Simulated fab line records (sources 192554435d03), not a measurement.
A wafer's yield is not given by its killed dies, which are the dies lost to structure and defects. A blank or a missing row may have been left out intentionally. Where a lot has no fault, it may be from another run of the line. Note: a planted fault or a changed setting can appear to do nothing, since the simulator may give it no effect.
Chamber matching :: flow n5_finfet :: 4 sister chambers for N5_BEOL_M11_ALD_74 on ald_metal-03
The step deposits TaN, target thk 2 nm, pulse time 2 s, purge time 3 s. 18 wafers are shown with their chamber, then 9 later ones without.

## WAFERS PAIRED WITH THEIR CHAMBERS
wafer: L074.2
chamber: 3
heater_power_w (W): 469
precursor_vessel_pressure_torr (Torr): 26.17
chamber_pressure_Torr (Torr): 3.001

wafer: L074.3
chamber: 2
heater_power_w (W): 412
precursor_vessel_pressure_torr (Torr): 26.25
chamber_pressure_Torr (Torr): 3.016

wafer: L074.5
chamber: 2
heater_power_w (W): 387
precursor_vessel_pressure_torr (Torr): 26.27
chamber_pressure_Torr (Torr): 3.002

wafer: L075.1
chamber: 0
heater_power_w (W): 374
precursor_vessel_pressure_torr (Torr): 26.20
chamber_pressure_Torr (Torr): 2.999

wafer: L075.5
chamber: 0
heater_power_w (W): 376
precursor_vessel_pressure_torr (Torr): 26.29
chamber_pressure_Torr (Torr): 2.992

wafer: L075.6
chamber: 1
heater_power_w (W): 434
precursor_vessel_pressure_torr (Torr): 26.21
chamber_pressure_Torr (Torr): 3.004

wafer: L078.3
chamber: 1
heater_power_w (W): 447
precursor_vessel_pressure_torr (Torr): 26.26
chamber_pressure_Torr (Torr): 3.000

wafer: L078.5
chamber: 0
heater_power_w (W): 367
precursor_vessel_pressure_torr (Torr): 26.22
chamber_pressure_Torr (Torr): 2.999

wafer: L078.6
chamber: 1
heater_power_w (W): 443
precursor_vessel_pressure_torr (Torr): 26.26
chamber_pressure_Torr (Torr): 2.994

wafer: L082.1
chamber: 1
heater_power_w (W): 437
precursor_vessel_pressure_torr (Torr): 26.24
chamber_pressure_Torr (Torr): 3.002

wafer: L082.2
chamber: 0
heater_power_w (W): 375
precursor_vessel_pressure_torr (Torr): 26.30
chamber_pressure_Torr (Torr): 2.996

wafer: L082.5
chamber: 1
heater_power_w (W): 443
precursor_vessel_pressure_torr (Torr): 26.27
chamber_pressure_Torr (Torr): 3.000

wafer: L084.1
chamber: 0
heater_power_w (W): 366
precursor_vessel_pressure_torr (Torr): 26.21
chamber_pressure_Torr (Torr): 3.018

wafer: L084.5
chamber: 0
heater_power_w (W): 378
precursor_vessel_pressure_torr (Torr): 26.23
chamber_pressure_Torr (Torr): 3.005

wafer: L084.6
chamber: 1
heater_power_w (W): 443
precursor_vessel_pressure_torr (Torr): 26.29
chamber_pressure_Torr (Torr): 3.002

wafer: L091.1
chamber: 1
heater_power_w (W): 445
precursor_vessel_pressure_torr (Torr): 26.32
chamber_pressure_Torr (Torr): 3.002

wafer: L091.2
chamber: 3
heater_power_w (W): 486
precursor_vessel_pressure_torr (Torr): 26.23
chamber_pressure_Torr (Torr): 2.991

wafer: L091.5
chamber: 2
heater_power_w (W): 406
precursor_vessel_pressure_torr (Torr): 26.28
chamber_pressure_Torr (Torr): 2.995

SIGNATURES (averages over the wafers above)
reading: heater_power_w
chamber 0: 372.67
chamber 1: 441.71
chamber 2: 401.67
chamber 3: 477.50
scatter within a chamber: 7.24

reading: precursor_vessel_pressure_torr
chamber 0: 26.2417
chamber 1: 26.2643
chamber 2: 26.2667
chamber 3: 26.2000
scatter within a chamber: 0.0366

reading: chamber_pressure_Torr
chamber 0: 3.00150
chamber 1: 3.00057
chamber 2: 3.00433
chamber 3: 2.99600
scatter within a chamber: 0.00736
Rule: a wafer's distance from a chamber is the root of the sum, over the readings, of the square of ((its reading less the chamber's mean) divided by the reading's scatter). The wafer belongs to the nearest chamber; if the next one is less than 2 further off, it can't be placed. The scatter: the root of (the sum of the squares of (reading less its chamber's mean) over the shown wafers, divided by (wafers less chambers)).

## WAFERS WITHOUT THEIR CHAMBER
wafer: L088.1
heater_power_w (W): 473
precursor_vessel_pressure_torr (Torr): 26.18
chamber_pressure_Torr (Torr): 2.999

wafer: L088.3
heater_power_w (W): 367
precursor_vessel_pressure_torr (Torr): 26.23
chamber_pressure_Torr (Torr): 3.004

wafer: L088.5
heater_power_w (W): 447
precursor_vessel_pressure_torr (Torr): 26.25
chamber_pressure_Torr (Torr): 3.002

wafer: L096.2
heater_power_w (W): 413
precursor_vessel_pressure_torr (Torr): 26.26
chamber_pressure_Torr (Torr): 2.999

wafer: L096.3
heater_power_w (W): 377
precursor_vessel_pressure_torr (Torr): 26.22
chamber_pressure_Torr (Torr): 3.002

wafer: L096.6
heater_power_w (W): 377
precursor_vessel_pressure_torr (Torr): 26.30
chamber_pressure_Torr (Torr): 2.990

wafer: L097.1
heater_power_w (W): 470
precursor_vessel_pressure_torr (Torr): 26.17
chamber_pressure_Torr (Torr): 3.003

wafer: L097.5
heater_power_w (W): 370
precursor_vessel_pressure_torr (Torr): 26.14
chamber_pressure_Torr (Torr): 3.012

wafer: L097.6
heater_power_w (W): 467
precursor_vessel_pressure_torr (Torr): 26.23
chamber_pressure_Torr (Torr): 3.007

## CHAMBER TAKEN BY EACH
wafer: L088.1
from the rows above: 3
in truth: 3

wafer: L088.3
from the rows above: 0
in truth: 0

wafer: L088.5
from the rows above: 1
in truth: 1

wafer: L096.2
from the rows above: 2
in truth: 2

wafer: L096.3
from the rows above: 0
in truth: 0

wafer: L096.6
from the rows above: can't be placed: 0 or 2
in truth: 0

wafer: L097.1
from the rows above: 3
in truth: 3

wafer: L097.5
from the rows above: 0
in truth: 0

wafer: L097.6
from the rows above: can't be placed: 3 or 1
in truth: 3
7 of 9 placed correctly. From these rows, 2 cannot be placed; in 2 the true chamber is one of the candidates. Wrongly placed: 0.
